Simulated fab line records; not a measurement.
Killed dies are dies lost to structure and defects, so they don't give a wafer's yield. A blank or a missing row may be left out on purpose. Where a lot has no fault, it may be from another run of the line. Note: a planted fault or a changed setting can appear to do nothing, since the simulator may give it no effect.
Chamber matching | flow n5_finfet | N5_BEOL_M5_ETCH_62 on rie_diel-06: 4 sister chambers
The step etches SOC in N2/H2, target depth 75 nm, overetch 15 nm, time 112.5 s. 24 wafers are shown with their chamber, then 12 later ones without.

WAFERS WITH THEIR CHAMBER
wafer  | chamber | showerhead_plenum_p_Torr (Torr) | oes_product_au (a.u.) | throttle_valve_pct (%)
L074.4 | 2       | 2.62                            | 0.56                  | 18.18
L074.5 | 3       | 2.55                            | 0.61                  | 17.98
L074.6 | 0       | 2.54                            | 0.60                  | 17.97
L076.1 | 1       | 2.61                            | 0.70                  | 18.09
L076.3 | 3       | 2.55                            | 0.61                  | 17.99
L076.4 | 2       | 2.62                            | 0.55                  | 18.20
L077.1 | 0       | 2.54                            | 0.60                  | 18.00
L077.2 | 3       | 2.55                            | 0.62                  | 18.00
L077.3 | 2       | 2.62                            | 0.54                  | 18.18
L081.1 | 0       | 2.54                            | 0.60                  | 17.99
L081.3 | 1       | 2.60                            | 0.69                  | 18.10
L081.4 | 3       | 2.54                            | 0.61                  | 18.01
L079.1 | 3       | 2.54                            | 0.61                  | 18.01
L079.2 | 2       | 2.62                            | 0.54                  | 18.21
L079.3 | 0       | 2.54                            | 0.59                  | 18.00
L079.4 | 1       | 2.60                            | 0.69                  | 18.09
L079.5 | 2       | 2.62                            | 0.54                  | 18.20
L079.6 | 3       | 2.54                            | 0.60                  | 18.01
L084.3 | 2       | 2.61                            | 0.54                  | 18.22
L084.5 | 1       | 2.60                            | 0.68                  | 18.10
L084.6 | 0       | 2.54                            | 0.59                  | 18.04
L087.1 | 0       | 2.54                            | 0.59                  | 18.03
L087.3 | 1       | 2.60                            | 0.67                  | 18.10
L087.6 | 1       | 2.60                            | 0.68                  | 18.12

SIGNATURES (means of the wafers above)
reading                  | chamber 0 | chamber 1 | chamber 2 | chamber 3 | scatter within a chamber
showerhead_plenum_p_Torr | 2.5400    | 2.6017    | 2.6183    | 2.5450    | 0.00398
oes_product_au           | 0.5950    | 0.6850    | 0.5450    | 0.6100    | 0.00791
throttle_valve_pct       | 18.0050   | 18.1000   | 18.1983   | 18.0000   | 0.0174
Rule: a wafer lies at a distance from a chamber equal to the root of the sum of squares, over the readings, of (its reading less the chamber's mean, divided by the reading's scatter). If the next closest chamber is less than 2 further off than the closest, the wafer can't be placed; otherwise it belongs to the closest. The scatter: take each reading less its chamber's mean, square it, sum over the shown wafers, divide by the number of wafers less the number of chambers, and take the root.

WAFERS WITHOUT THEIR CHAMBER
wafer  | showerhead_plenum_p_Torr (Torr) | oes_product_au (a.u.) | throttle_valve_pct (%)
L085.4 | 2.54                            | 0.60                  | 18.04
L085.5 | 2.61                            | 0.55                  | 18.23
L085.6 | 2.60                            | 0.68                  | 18.12
L089.1 | 2.53                            | 0.59                  | 18.03
L089.4 | 2.60                            | 0.66                  | 18.14
L089.6 | 2.61                            | 0.54                  | 18.24
L093.2 | 2.61                            | 0.78                  | 17.79
L093.4 | 2.61                            | 0.79                  | 17.81
L093.5 | 2.53                            | 0.59                  | 18.06
L097.3 | 2.61                            | 0.76                  | 17.81
L097.4 | 2.52                            | 0.57                  | 18.06
L097.5 | 2.59                            | 0.65                  | 18.15

WHICH CHAMBER EACH ONE RAN IN
wafer  | from the rows above     | in truth
L085.4 | can't be placed: 0 or 3 | 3
L085.5 | 2                       | 2
L085.6 | 1                       | 1
L089.1 | can't be placed: 0 or 3 | 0
L089.4 | 1                       | 1
L089.6 | 2                       | 2
L093.2 | 1                       | 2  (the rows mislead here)
L093.4 | 1                       | 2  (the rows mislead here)
L093.5 | can't be placed: 0 or 3 | 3
L097.3 | 1                       | 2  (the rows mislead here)
L097.4 | 0                       | 0
L097.5 | 1                       | 1
Correctly placed: 6 of 12. From these rows, 3 cannot be placed; in 3 the true chamber is one of the candidates. Wrongly placed: 3.
